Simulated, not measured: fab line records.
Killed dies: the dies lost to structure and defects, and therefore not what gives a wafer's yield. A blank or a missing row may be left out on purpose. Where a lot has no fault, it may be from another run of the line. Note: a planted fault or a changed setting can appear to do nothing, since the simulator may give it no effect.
The tool behind it: which one? :: flow nand_harc :: 13 lots, 38 wafers sampled, at 5 steps of a route of 1302

## WHAT THE GAUGES SHOWED, per wafer
NHARC_END_SORT_01.
lot: L729
measured: day 28 11:56
on: prober-01
killed_at_array: 76 675
killed_at_other: 0 0
killed_at_periphery: 3 2
killed_dies: 79 677
killed_open: 2 3
killed_short: 0 0

## EACH LOT AND THE TOOL THAT RAN IT (in order: tool; ch and the chambers of the sampled wafers; start)
lot: L719
NHARC_A_CONTACT_DEP_24: pecvd-04 ch 1,2, day 20 23:20
NHARC_A_CONTACT_ETCH_50: rie_diel-02 ch 0,2, day 21 05:41
NHARC_A_CONTACT_ETCH_112: har_cap_etch-01 ch 0,1, day 21 07:11
NHARC_A_CONTACT_ETCH_116: har_cap_etch-01 ch 0,1, day 21 07:52

lot: L720
NHARC_A_CONTACT_DEP_24: pecvd-02 ch 0,1,2, day 21 15:27
NHARC_A_CONTACT_ETCH_50: rie_diel-02 ch 0,2,3, day 21 23:46
NHARC_A_CONTACT_ETCH_112: har_cap_etch-03 ch 0,1, day 22 01:25
NHARC_A_CONTACT_ETCH_116: har_cap_etch-03 ch 0,1, day 22 02:05

lot: L722
NHARC_A_CONTACT_DEP_24: pecvd-02 ch 0,1,2, day 22 03:35
NHARC_A_CONTACT_ETCH_50: rie_diel-02 ch 1,2, day 22 10:01
NHARC_A_CONTACT_ETCH_112: har_cap_etch-03 ch 1, day 22 11:32
NHARC_A_CONTACT_ETCH_116: har_cap_etch-03 ch 1, day 22 12:13

lot: L721
NHARC_A_CONTACT_DEP_24: pecvd-01 ch 0,2, day 22 03:38
NHARC_A_CONTACT_ETCH_50: rie_diel-03 ch 1,2, day 22 09:52
NHARC_A_CONTACT_ETCH_112: har_cap_etch-01 ch 0,1, day 22 11:25
NHARC_A_CONTACT_ETCH_116: har_cap_etch-01 ch 0,1, day 22 12:06

lot: L729
NHARC_A_CONTACT_DEP_24: pecvd-04 ch 1,2, day 25 02:19
NHARC_A_CONTACT_ETCH_50: rie_diel-03 ch 1,3, day 25 08:27
NHARC_A_CONTACT_ETCH_112: har_cap_etch-03 ch 0, day 25 09:57
NHARC_A_CONTACT_ETCH_116: har_cap_etch-03 ch 0, day 25 10:38

lot: L730
NHARC_A_CONTACT_DEP_24: pecvd-01 ch 0,1,2, day 26 00:22
NHARC_A_CONTACT_ETCH_50: rie_diel-12 ch 0,1,2, day 26 06:46
NHARC_A_CONTACT_ETCH_112: har_cap_etch-02 ch 0,1, day 26 08:16
NHARC_A_CONTACT_ETCH_116: har_cap_etch-02 ch 0,1, day 26 08:58

lot: L735
NHARC_A_CONTACT_DEP_24: pecvd-01 ch 0,1, day 28 01:52
NHARC_A_CONTACT_ETCH_50: rie_diel-02 ch 0,1, day 28 08:45
NHARC_A_CONTACT_ETCH_112: har_cap_etch-02 ch 0,1, day 28 10:14
NHARC_A_CONTACT_ETCH_116: har_cap_etch-02 ch 0,1, day 28 10:55

lot: L737
NHARC_A_CONTACT_DEP_24: pecvd-04 ch 0,1,2, day 28 08:42
NHARC_A_CONTACT_ETCH_50: rie_diel-02 ch 1,2,3, day 28 15:43
NHARC_A_CONTACT_ETCH_112: har_cap_etch-02 ch 0,1, day 28 17:14
NHARC_A_CONTACT_ETCH_116: har_cap_etch-02 ch 0,1, day 28 17:55

lot: L738
NHARC_A_CONTACT_DEP_24: pecvd-04 ch 0,1,2, day 28 11:49
NHARC_A_CONTACT_ETCH_50: rie_diel-03 ch 0,2,3, day 28 18:13
NHARC_A_CONTACT_ETCH_112: har_cap_etch-01 ch 0, day 28 19:43
NHARC_A_CONTACT_ETCH_116: har_cap_etch-01 ch 0, day 28 20:24

lot: L739
NHARC_A_CONTACT_DEP_24: pecvd-04 ch 0,1,2, day 29 06:59
NHARC_A_CONTACT_ETCH_50: rie_diel-03 ch 1,2,3, day 29 14:34
NHARC_A_CONTACT_ETCH_112: har_cap_etch-03 ch 0,1, day 29 16:07
NHARC_A_CONTACT_ETCH_116: har_cap_etch-03 ch 0,1, day 29 16:48

lot: L740
NHARC_A_CONTACT_DEP_24: pecvd-01 ch 1,2, day 30 04:07
NHARC_A_CONTACT_ETCH_50: rie_diel-03 ch 1,3, day 30 10:32
NHARC_A_CONTACT_ETCH_112: har_cap_etch-01 ch 1, day 30 12:20
NHARC_A_CONTACT_ETCH_116: har_cap_etch-01 ch 1, day 30 13:01

lot: L741
NHARC_A_CONTACT_DEP_24: pecvd-01 ch 2, day 30 15:43
NHARC_A_CONTACT_ETCH_50: rie_diel-12 ch 0,3, day 30 22:16
NHARC_A_CONTACT_ETCH_112: har_cap_etch-03 ch 0,1, day 30 23:49
NHARC_A_CONTACT_ETCH_116: har_cap_etch-03 ch 0,1, day 31 00:44

lot: L742
NHARC_A_CONTACT_DEP_24: pecvd-02 ch 0,2, day 31 07:55
NHARC_A_CONTACT_ETCH_50: rie_diel-03 ch 0,1,3, day 31 14:14
NHARC_A_CONTACT_ETCH_112: har_cap_etch-02 ch 0,1, day 31 16:02
NHARC_A_CONTACT_ETCH_116: har_cap_etch-02 ch 0,1, day 31 16:43
- NHARC_A_CONTACT_DEP_24: deposits SiO2, target thk 500 nm.
- NHARC_A_CONTACT_ETCH_50: etches the open film in CF4/CHF3, target depth 121 nm, time 60.5 s.
- NHARC_A_CONTACT_ETCH_112: etches the open film in C4F8/O2/Ar, time 190 s, target depth 1850 nm.
- NHARC_A_CONTACT_ETCH_116: etches the open film in C4F8/O2/Ar, time 190 s, target depth 1850 nm.

## AS READ BY THE TOOLS THEMSELVES (means over the sampled wafers that have a number; for cases with no such wafer, the mark the record gives instead)
NHARC_A_CONTACT_DEP_24.
lot: L719
tool: pecvd-04
heater_power_w (W): 554
susceptor_temp_C (C): 399.91
throttle_valve_pct (%): 16.0

lot: L720
tool: pecvd-02
heater_power_w (W): 551
susceptor_temp_C (C): 399.87
throttle_valve_pct (%): 15.8

lot: L722
tool: pecvd-02
heater_power_w (W): 564
susceptor_temp_C (C): 399.99
throttle_valve_pct (%): 15.9

lot: L721
tool: pecvd-01
heater_power_w (W): 527
susceptor_temp_C (C): 400.18
throttle_valve_pct (%): 15.7

lot: L729
tool: pecvd-04
heater_power_w (W): 516
susceptor_temp_C (C): 400.11
throttle_valve_pct (%): 16.1

lot: L730
tool: pecvd-01
heater_power_w (W): 558
susceptor_temp_C (C): 399.96
throttle_valve_pct (%): 15.5

lot: L735
tool: pecvd-01
heater_power_w (W): 530
susceptor_temp_C (C): 400.04
throttle_valve_pct (%): 15.5

lot: L737
tool: pecvd-04
heater_power_w (W): 558
susceptor_temp_C (C): 400.07
throttle_valve_pct (%): 16.0

lot: L738
tool: pecvd-04
heater_power_w (W): 516
susceptor_temp_C (C): 399.86
throttle_valve_pct (%): 16.0

lot: L739
tool: pecvd-04
heater_power_w (W): 476
susceptor_temp_C (C): 400.20
throttle_valve_pct (%): 16.1

lot: L740
tool: pecvd-01
heater_power_w (W): 521
susceptor_temp_C (C): 399.85
throttle_valve_pct (%): 15.2

lot: L741
tool: pecvd-01
heater_power_w (W): 544
susceptor_temp_C (C): 400.22
throttle_valve_pct (%): 15.6

lot: L742
tool: pecvd-02
heater_power_w (W): 513
susceptor_temp_C (C): 399.98
throttle_valve_pct (%): 15.7

NHARC_A_CONTACT_ETCH_50.
lot: L719
tool: rie_diel-02
bias_w (W): 200.7
drypump_motor_current_A (A): 5.9
oes_product_au (a.u.): 0.929
rf_vpp_V (V): 370.8
showerhead_plenum_p_Torr (Torr): 1.57
throttle_valve_pct (%): 16.796

lot: L720
tool: rie_diel-02
bias_w (W): 199.8
drypump_motor_current_A (A): 5.7
oes_product_au (a.u.): 0.926
rf_vpp_V (V): 370.9
showerhead_plenum_p_Torr (Torr): 1.60
throttle_valve_pct (%): 16.801

lot: L722
tool: rie_diel-02
bias_w (W): 200.9
drypump_motor_current_A (A): 5.7
oes_product_au (a.u.): 0.921
rf_vpp_V (V): 368.2
showerhead_plenum_p_Torr (Torr): 1.52
throttle_valve_pct (%): 16.803

lot: L721
tool: rie_diel-03
bias_w (W): 200.3
drypump_motor_current_A (A): 6.1
oes_product_au (a.u.): 0.992
rf_vpp_V (V): 368.7
showerhead_plenum_p_Torr (Torr): 1.53
throttle_valve_pct (%): 16.800

lot: L729
tool: rie_diel-03
bias_w (W): 199.9
drypump_motor_current_A (A): 5.5
oes_product_au (a.u.): 0.837
rf_vpp_V (V): 369.8
showerhead_plenum_p_Torr (Torr): 1.54
throttle_valve_pct (%): 16.802

lot: L730
tool: rie_diel-12
bias_w (W): 200.3
drypump_motor_current_A (A): 5.7
oes_product_au (a.u.): 0.925
rf_vpp_V (V): 370.8
showerhead_plenum_p_Torr (Torr): 1.58
throttle_valve_pct (%): 16.801

lot: L735
tool: rie_diel-02
bias_w (W): 200.2
drypump_motor_current_A (A): 6.0
oes_product_au (a.u.): 0.951
rf_vpp_V (V): 371.1
showerhead_plenum_p_Torr (Torr): 1.59
throttle_valve_pct (%): 16.796

lot: L737
tool: rie_diel-02
bias_w (W): 199.9
drypump_motor_current_A (A): 5.5
oes_product_au (a.u.): 0.933
rf_vpp_V (V): 369.7
showerhead_plenum_p_Torr (Torr): 1.54
throttle_valve_pct (%): 16.811

lot: L738
tool: rie_diel-03
bias_w (W): 200.4
drypump_motor_current_A (A): 5.7
oes_product_au (a.u.): 0.962
rf_vpp_V (V): 369.3
showerhead_plenum_p_Torr (Torr): 1.54
throttle_valve_pct (%): 16.800

lot: L739
tool: rie_diel-03
bias_w (W): 199.9
drypump_motor_current_A (A): 5.7
oes_product_au (a.u.): 0.969
rf_vpp_V (V): 368.9
showerhead_plenum_p_Torr (Torr): 1.53
throttle_valve_pct (%): 16.810

lot: L740
tool: rie_diel-03
bias_w (W): 199.9
drypump_motor_current_A (A): 5.4
oes_product_au (a.u.): 0.965
rf_vpp_V (V): 370.2
showerhead_plenum_p_Torr (Torr): 1.55
throttle_valve_pct (%): 16.799

lot: L741
tool: rie_diel-12
bias_w (W): 199.6
drypump_motor_current_A (A): 5.8
oes_product_au (a.u.): 0.915
rf_vpp_V (V): 372.1
showerhead_plenum_p_Torr (Torr): 1.64
throttle_valve_pct (%): 16.801

lot: L742
tool: rie_diel-03
bias_w (W): 199.9
drypump_motor_current_A (A): 5.4
oes_product_au (a.u.): 0.956
rf_vpp_V (V): 368.8
showerhead_plenum_p_Torr (Torr): 1.55
throttle_valve_pct (%): 16.813

## THE ANSWER, worked out from the rows above alone
Rule: the lots themselves supply what counts as usual. Put in order of their means at a reading, lots are off if they are a third of the lots or fewer, leave a main group of 4 or more, and stand apart from it by a gap of 3 or more times the standard deviation of the main group's means; of several such gaps the widest counts. If all means in a main group match to the digits the tables above print for the reading, that group is not used. A lot without any number at a reading at which 4 lots or more have one is off too. The other lots that the step has rows for count as sound. After the gauges, taken in route order, come the tools' own readings; for these a lot's mean is taken, as printed above. At the first step where some lot is off, the reading lying furthest off is the one used; lots without a number count as furthest.
Off, at NHARC_A_CONTACT_ETCH_50 on oes_product_au: L729. The main group has a mean of 0.945 a.u. with a standard deviation of 0.023.
A tool fits if, at that step or a process step before it, it ran every lot that is off, and no sound lot after the first of them. None of those tried fits.

## WHAT THE SIMULATOR PUT IN
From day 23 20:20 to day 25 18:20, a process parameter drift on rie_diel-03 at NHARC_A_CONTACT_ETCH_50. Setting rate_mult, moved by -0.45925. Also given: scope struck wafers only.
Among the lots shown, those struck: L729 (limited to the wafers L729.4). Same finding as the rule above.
